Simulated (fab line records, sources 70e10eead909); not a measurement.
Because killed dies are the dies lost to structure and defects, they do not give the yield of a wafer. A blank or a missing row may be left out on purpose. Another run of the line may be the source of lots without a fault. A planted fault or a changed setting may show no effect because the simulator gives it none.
fab line records / flow nand-harc
record lots=5 wafers=15 last-day=33
route steps=1302 shown THIN_TSV@1282
lots with no fault: from the same line, run without faults
start-h: hours from the record's opening day to when the first of the lot's shown wafers began / wait-h: hours since the lot's step before / " the same as in the row above / L1.1+2: a row that stands for several wafers / - no value, or no start given / * or withheld: withheld / < > ~ a bound
route shown NAME@n: NAME is a module with steps in the file, n the number in the route of the first one / usual: average and standard deviation across the fault-free wafers / same: alike in all rows / chamber/n: place in a boat / sites: each site's reading / _std_site: their standard deviation / _edge_site: outer sites' mean less inner sites' / radius-mm: how far each site lies from the wafer's centre / mask NAME#n: copy n / behind: the tool/chamber that last shaped the wafer / hold: reason for holding the lot/hours on hold/outcome of the hold / device: names the non-switching transistor (n, p or np) / end of line: tests run on the same wafers once the route is complete / a step given without rows: its recipe and nothing more / killed: dies that structure and defects cost at the first sort, which is not the same as the wafer's yield / map: the dies of a wafer, with x for killed, . for not killed, _ for no die there
set.NAME: setting as actually run; set.NAME@STEP: the setting as run at that earlier step / model.NAME: the simulator's own value behind a step, which no gauge read
lots at selected steps of the route; one table per step, one row per wafer
services: the hour from which a tool's chamber was out of use, counted from the record's first day as start-h (under 0 if before that day), plus the number of hours and why
## steps
# step NHARC_THIN_TSV_PVD_24
# recipe target-thk-a=8000 power-w=withheld chamber-pressure-pa=withheld substrate-temp-c=withheld time-s=withheld gas=Ar material=Al
# step NHARC_THIN_TSV_DEHYDRATE_25
# recipe temp-c=150 time-s=120
# step NHARC_THIN_TSV_HMDS_26
# recipe time-s=30
# step NHARC_THIN_TSV_COAT_27
# recipe spin-rpm=*
# step NHARC_THIN_TSV_SOFTBAKE_28
# recipe temp-c=122 time-s=95
# step NHARC_THIN_TSV_EBR_29
# step NHARC_THIN_TSV_EXPOSE_30
# recipe na=0.55 dose-mj=11.47 mask-id=PAD
# step NHARC_THIN_TSV_PEB_31
# recipe peb-temp-c=118 peb-time-s=85
# step NHARC_THIN_TSV_DEVELOP_32
# recipe time-s=70
# step NHARC_THIN_TSV_CD_MEAS_33
# recipe target-cd-nm=5000 landing-energy-ev=500
# usual cd-nm=5000.5/2.6
# same landing-energy-ev=500
lot.wafer=L365.2 tool=cd-sem-03 chamber=0 start-h=581.09 wait-h=- cd-nm=5000.5
lot.wafer=L365.3 tool=cd-sem-03 chamber=0 start-h=581.09 wait-h=- cd-nm=4998.1
lot.wafer=L365.6 tool=cd-sem-03 chamber=0 start-h=581.09 wait-h=- cd-nm=5002.8
lot.wafer=L375.2 tool=cd-sem-01 chamber=0 start-h=695.34 wait-h=- cd-nm=4999.9
lot.wafer=L375.4 tool=cd-sem-01 chamber=0 start-h=695.34 wait-h=- cd-nm=4999.6
lot.wafer=L375.6 tool=cd-sem-01 chamber=0 start-h=695.34 wait-h=- cd-nm=4997.2
lot.wafer=L380.3 tool=cd-sem-01 chamber=0 start-h=737.42 wait-h=- cd-nm=4997.8
lot.wafer=L380.5 tool=cd-sem-01 chamber=0 start-h=737.42 wait-h=- cd-nm=5000.4
lot.wafer=L380.6 tool=cd-sem-01 chamber=0 start-h=737.42 wait-h=- cd-nm=4997.7
lot.wafer=L382.2 tool=cd-sem-02 chamber=0 start-h=738.66 wait-h=- cd-nm=4999.7
lot.wafer=L382.5 tool=cd-sem-02 chamber=0 start-h=738.66 wait-h=- cd-nm=4998.5
lot.wafer=L382.6 tool=cd-sem-02 chamber=0 start-h=738.66 wait-h=- cd-nm=4995.8
lot.wafer=L384.3 tool=cd-sem-01 chamber=0 start-h=770.18 wait-h=- cd-nm=5000.9
lot.wafer=L384.4 tool=cd-sem-01 chamber=0 start-h=770.18 wait-h=- cd-nm=5000.2
lot.wafer=L384.6 tool=cd-sem-01 chamber=0 start-h=770.18 wait-h=- cd-nm=4999.0
# step NHARC_THIN_TSV_HARDBAKE_34
# recipe temp-c=125 time-s=80
# step NHARC_THIN_TSV_DESCUM_35
# recipe time-s=3 o2-flow-sccm=200 ar-flow-sccm=0 bias-power-w=0 chemistry=O2
# usual drypump-motor-current-A=5.7/0.45 oes-product-au=1.001/0.013 rf-vpp-V=57.8/0.9 showerhead-plenum-p-Torr=1.90/0.093 throttle-valve-pct=11.312/0.0091
lot.wafer=L365.2 tool=rie-diel-08 chamber=0 start-h=581.24 wait-h=- drypump-motor-current-A=6.0 oes-product-au=1.016 rf-hours-counter-h=1 rf-vpp-V=57.0 showerhead-plenum-p-Torr=1.78 throttle-valve-pct=11.310
lot.wafer=L365.3 tool=rie-diel-08 chamber=1 start-h=581.24 wait-h=- drypump-motor-current-A=6.1 oes-product-au=1.012 rf-hours-counter-h=1 rf-vpp-V=57.9 showerhead-plenum-p-Torr=1.78 throttle-valve-pct=11.306
lot.wafer=L365.6 tool=rie-diel-08 chamber=0 start-h=581.24 wait-h=- drypump-motor-current-A=6.0 oes-product-au=1.001 rf-hours-counter-h=- rf-vpp-V=56.2 showerhead-plenum-p-Torr=1.78 throttle-valve-pct=11.309
lot.wafer=L375.2 tool=rie-diel-03 chamber=3 start-h=695.51 wait-h=- drypump-motor-current-A=5.4 oes-product-au=0.988 rf-hours-counter-h=3 rf-vpp-V=56.7 showerhead-plenum-p-Torr=1.98 throttle-valve-pct=11.299
lot.wafer=L375.4 tool=rie-diel-03 chamber=0 start-h=695.51 wait-h=- drypump-motor-current-A=5.9 oes-product-au=1.002 rf-hours-counter-h=3 rf-vpp-V=58.9 showerhead-plenum-p-Torr=1.99 throttle-valve-pct=11.309
lot.wafer=L375.6 tool=rie-diel-03 chamber=3 start-h=695.51 wait-h=- drypump-motor-current-A=5.4 oes-product-au=0.999 rf-hours-counter-h=- rf-vpp-V=57.8 showerhead-plenum-p-Torr=1.98 throttle-valve-pct=11.301
lot.wafer=L380.3 tool=rie-diel-08 chamber=3 start-h=737.59 wait-h=- drypump-motor-current-A=5.9 oes-product-au=0.985 rf-hours-counter-h=1 rf-vpp-V=56.3 showerhead-plenum-p-Torr=1.79 throttle-valve-pct=11.312
lot.wafer=L380.5 tool=rie-diel-08 chamber=3 start-h=737.59 wait-h=- drypump-motor-current-A=5.9 oes-product-au=0.988 rf-hours-counter-h=- rf-vpp-V=57.2 showerhead-plenum-p-Torr=1.79 throttle-valve-pct=11.320
lot.wafer=L380.6 tool=rie-diel-08 chamber=0 start-h=737.59 wait-h=- drypump-motor-current-A=6.0 oes-product-au=1.016 rf-hours-counter-h=- rf-vpp-V=57.1 showerhead-plenum-p-Torr=1.78 throttle-valve-pct=11.298
lot.wafer=L382.2 tool=rie-diel-08 chamber=0 start-h=738.83 wait-h=- drypump-motor-current-A=6.0 oes-product-au=1.016 rf-hours-counter-h=1 rf-vpp-V=57.5 showerhead-plenum-p-Torr=1.78 throttle-valve-pct=11.300
lot.wafer=L382.5 tool=rie-diel-08 chamber=3 start-h=738.83 wait-h=- drypump-motor-current-A=5.9 oes-product-au=0.985 rf-hours-counter-h=- rf-vpp-V=57.0 showerhead-plenum-p-Torr=1.79 throttle-valve-pct=11.325
lot.wafer=L382.6 tool=rie-diel-08 chamber=2 start-h=738.83 wait-h=- drypump-motor-current-A=5.4 oes-product-au=1.000 rf-hours-counter-h=- rf-vpp-V=58.1 showerhead-plenum-p-Torr=1.92 throttle-valve-pct=11.307
lot.wafer=L384.3 tool=rie-diel-08 chamber=0 start-h=770.36 wait-h=- drypump-motor-current-A=6.0 oes-product-au=1.018 rf-hours-counter-h=3 rf-vpp-V=57.3 showerhead-plenum-p-Torr=1.78 throttle-valve-pct=11.310
lot.wafer=L384.4 tool=rie-diel-08 chamber=1 start-h=770.36 wait-h=- drypump-motor-current-A=6.2 oes-product-au=0.997 rf-hours-counter-h=3 rf-vpp-V=56.0 showerhead-plenum-p-Torr=1.77 throttle-valve-pct=11.316
lot.wafer=L384.6 tool=rie-diel-08 chamber=3 start-h=770.36 wait-h=- drypump-motor-current-A=5.9 oes-product-au=0.994 rf-hours-counter-h=- rf-vpp-V=57.9 showerhead-plenum-p-Torr=1.78 throttle-valve-pct=11.307
# step NHARC_THIN_TSV_ETCH_59
# recipe target-depth-a=8800 icp-w=900 bias-w=100 Cl2_flow_sccm=60 bcl3-flow-sccm=30 time-s=138.1 chemistry=Cl2/BCl3
# usual drypump-motor-current-A=5.7/0.35 oes-product-au=0.998/0.011 throttle-valve-pct=22.265/0.0088
lot.wafer=L365.2 tool=rie-metal-02 chamber=0 start-h=581.43 wait-h=0.2 drypump-motor-current-A=6.1 oes-product-au=1.008 rf-hours-counter-h=2.8 throttle-valve-pct=22.275
lot.wafer=L365.3 tool=rie-metal-02 chamber=0 start-h=581.43 wait-h=0.2 drypump-motor-current-A=6.0 oes-product-au=1.001 rf-hours-counter-h=- throttle-valve-pct=22.277
lot.wafer=L365.6 tool=rie-metal-02 chamber=1 start-h=581.43 wait-h=0.2 drypump-motor-current-A=5.1 oes-product-au=1.002 rf-hours-counter-h=- throttle-valve-pct=22.255
lot.wafer=L375.2 tool=rie-metal-01 chamber=0 start-h=695.62 wait-h=0.1 drypump-motor-current-A=5.9 oes-product-au=0.982 rf-hours-counter-h=2.1 throttle-valve-pct=22.265
lot.wafer=L375.4 tool=rie-metal-01 chamber=1 start-h=695.62 wait-h=0.1 drypump-motor-current-A=6.1 oes-product-au=0.998 rf-hours-counter-h=- throttle-valve-pct=22.259
lot.wafer=L375.6 tool=rie-metal-01 chamber=0 start-h=695.62 wait-h=0.1 drypump-motor-current-A=5.9 oes-product-au=0.994 rf-hours-counter-h=- throttle-valve-pct=22.252
lot.wafer=L380.3 tool=rie-metal-02 chamber=0 start-h=737.83 wait-h=0.2 drypump-motor-current-A=6.1 oes-product-au=0.938 rf-hours-counter-h=- throttle-valve-pct=22.264
lot.wafer=L380.5 tool=rie-metal-02 chamber=1 start-h=737.83 wait-h=0.2 drypump-motor-current-A=5.1 oes-product-au=1.008 rf-hours-counter-h=- throttle-valve-pct=22.276
lot.wafer=L380.6 tool=rie-metal-02 chamber=0 start-h=737.83 wait-h=0.2 drypump-motor-current-A=6.1 oes-product-au=0.943 rf-hours-counter-h=- throttle-valve-pct=22.268
lot.wafer=L382.2 tool=rie-metal-01 chamber=1 start-h=739.00 wait-h=0.2 drypump-motor-current-A=6.1 oes-product-au=1.010 rf-hours-counter-h=3.1 throttle-valve-pct=22.259
lot.wafer=L382.5 tool=rie-metal-01 chamber=0 start-h=739.00 wait-h=0.2 drypump-motor-current-A=5.9 oes-product-au=0.982 rf-hours-counter-h=- throttle-valve-pct=22.274
lot.wafer=L382.6 tool=rie-metal-01 chamber=1 start-h=739.00 wait-h=0.2 drypump-motor-current-A=6.0 oes-product-au=0.990 rf-hours-counter-h=- throttle-valve-pct=22.259
lot.wafer=L384.4 tool=rie-metal-01 chamber=1 start-h=770.53 wait-h=0.1 drypump-motor-current-A=6.1 oes-product-au=1.001 rf-hours-counter-h=- throttle-valve-pct=22.277
lot.wafer=L384.3 tool=rie-metal-01 chamber=0 start-h=770.53 wait-h=0.1 drypump-motor-current-A=5.9 oes-product-au=0.993 rf-hours-counter-h=- throttle-valve-pct=22.260
lot.wafer=L384.6 tool=rie-metal-01 chamber=1 start-h=770.53 wait-h=0.1 drypump-motor-current-A=6.1 oes-product-au=1.004 rf-hours-counter-h=- throttle-valve-pct=22.273
# step NHARC_THIN_TSV_ETCH_36
# recipe target-depth-a=650 over-etch-frac=0.3 time-s=18.571 ion-energy-ev=150 chemistry=Cl2/BCl3
# usual drypump-motor-current-A=5.7/0.35 oes-product-au=0.999/0.01
lot.wafer=L365.2 tool=rie-metal-02 chamber=0 start-h=581.65 wait-h=0.2 drypump-motor-current-A=6.1 oes-product-au=1.005 rf-hours-counter-h=3.0
lot.wafer=L365.3 tool=rie-metal-02 chamber=0 start-h=581.65 wait-h=0.2 drypump-motor-current-A=6.1 oes-product-au=1.004 rf-hours-counter-h=-
lot.wafer=L365.6 tool=rie-metal-02 chamber=1 start-h=581.65 wait-h=0.2 drypump-motor-current-A=5.1 oes-product-au=0.992 rf-hours-counter-h=-
lot.wafer=L375.2 tool=rie-metal-01 chamber=0 start-h=695.89 wait-h=0.2 drypump-motor-current-A=5.9 oes-product-au=0.988 rf-hours-counter-h=2.3
lot.wafer=L375.4 tool=rie-metal-01 chamber=1 start-h=695.89 wait-h=0.2 drypump-motor-current-A=6.0 oes-product-au=0.999 rf-hours-counter-h=-
lot.wafer=L375.6 tool=rie-metal-01 chamber=1 start-h=695.89 wait-h=0.2 drypump-motor-current-A=6.0 oes-product-au=0.991 rf-hours-counter-h=-
lot.wafer=L380.3 tool=rie-metal-02 chamber=1 start-h=737.99 wait-h=0.1 drypump-motor-current-A=5.1 oes-product-au=1.009 rf-hours-counter-h=-
lot.wafer=L380.5 tool=rie-metal-02 chamber=1 start-h=737.99 wait-h=0.1 drypump-motor-current-A=5.1 oes-product-au=1.019 rf-hours-counter-h=-
lot.wafer=L380.6 tool=rie-metal-02 chamber=0 start-h=737.99 wait-h=0.1 drypump-motor-current-A=6.1 oes-product-au=1.000 rf-hours-counter-h=-
lot.wafer=L382.2 tool=rie-metal-01 chamber=1 start-h=739.23 wait-h=0.2 drypump-motor-current-A=6.1 oes-product-au=0.995 rf-hours-counter-h=3.2
lot.wafer=L382.6 tool=rie-metal-01 chamber=1 start-h=739.23 wait-h=0.2 drypump-motor-current-A=6.1 oes-product-au=0.993 rf-hours-counter-h=-
lot.wafer=L382.5 tool=rie-metal-01 chamber=0 start-h=739.23 wait-h=0.2 drypump-motor-current-A=5.9 oes-product-au=0.976 rf-hours-counter-h=-
lot.wafer=L384.3 tool=rie-metal-01 chamber=1 start-h=770.74 wait-h=0.1 drypump-motor-current-A=6.1 oes-product-au=0.992 rf-hours-counter-h=-
lot.wafer=L384.4 tool=rie-metal-01 chamber=0 start-h=770.74 wait-h=0.1 drypump-motor-current-A=5.9 oes-product-au=0.994 rf-hours-counter-h=-
lot.wafer=L384.6 tool=rie-metal-01 chamber=0 start-h=770.74 wait-h=0.1 drypump-motor-current-A=5.9 oes-product-au=1.004 rf-hours-counter-h=-
## services
tool=rie-diel-08 chamber=1 start-h=559.53 hours=9.5 kind=repair
tool=rie-diel-03 chamber=0 start-h=570.21 hours=4.8 kind=repair
tool=rie-diel-08 chamber=2 start-h=572.17 hours=24.0 kind=repair
tool=rie-metal-01 chamber=- start-h=575.00 hours=9.0 kind=pm
tool=rie-metal-01 chamber=0 start-h=575.00 hours=9.0 kind=vent-cycle
tool=rie-metal-01 chamber=1 start-h=575.00 hours=9.0 kind=vent-cycle
tool=rie-diel-08 chamber=0 start-h=578.36 hours=- kind=clean
tool=rie-diel-08 chamber=1 start-h=578.36 hours=- kind=clean
tool=rie-metal-01 chamber=0 start-h=584.00 hours=- kind=clean
tool=rie-metal-01 chamber=1 start-h=584.00 hours=- kind=clean
tool=rie-metal-02 chamber=- start-h=631.00 hours=9.0 kind=pm
tool=rie-diel-08 chamber=3 start-h=655.28 hours=11.9 kind=repair
tool=rie-diel-03 chamber=0 start-h=706.02 hours=5.1 kind=repair
tool=rie-metal-02 chamber=0 start-h=706.05 hours=1.0 kind=repair
tool=rie-diel-08 chamber=- start-h=721.86 hours=9.0 kind=pm
tool=rie-diel-03 chamber=2 start-h=732.39 hours=3.3 kind=repair
tool=rie-diel-08 chamber=1 start-h=736.37 hours=3.0 kind=repair
tool=rie-metal-02 chamber=0 start-h=741.56 hours=14.5 kind=repair
tool=rie-metal-01 chamber=- start-h=752.00 hours=9.0 kind=pm
tool=rie-metal-01 chamber=0 start-h=752.00 hours=9.0 kind=vent-cycle
tool=rie-metal-01 chamber=1 start-h=752.00 hours=9.0 kind=vent-cycle
tool=rie-diel-03 chamber=0 start-h=754.69 hours=3.1 kind=repair
tool=rie-metal-01 chamber=0 start-h=761.00 hours=- kind=clean
tool=rie-metal-01 chamber=1 start-h=761.00 hours=- kind=clean
## key
first-sign step=NHARC_THIN_TSV_ETCH_59 reading=oes-product-au direction=down sigmas=5.2 usual=0.998 struck=0.940
effect none on later readings
met-at NHARC_THIN_TSV_ETCH_59
struck-wafers L380.3,L380.6
sort-left-out L380.3,L380.6
onset-between 581.43 737.83
fault kind=process-parameter-drift tool=rie-metal-02 chamber=0 onset-h=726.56 steps=NHARC_THIN_TSV_ETCH_59 channel=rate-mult offset=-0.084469 shape=step end-h=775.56
# sort-left-out: the simulated sort isn't trusted on such a fault, so these wafers' sort isn't shown, and their yield isn't known
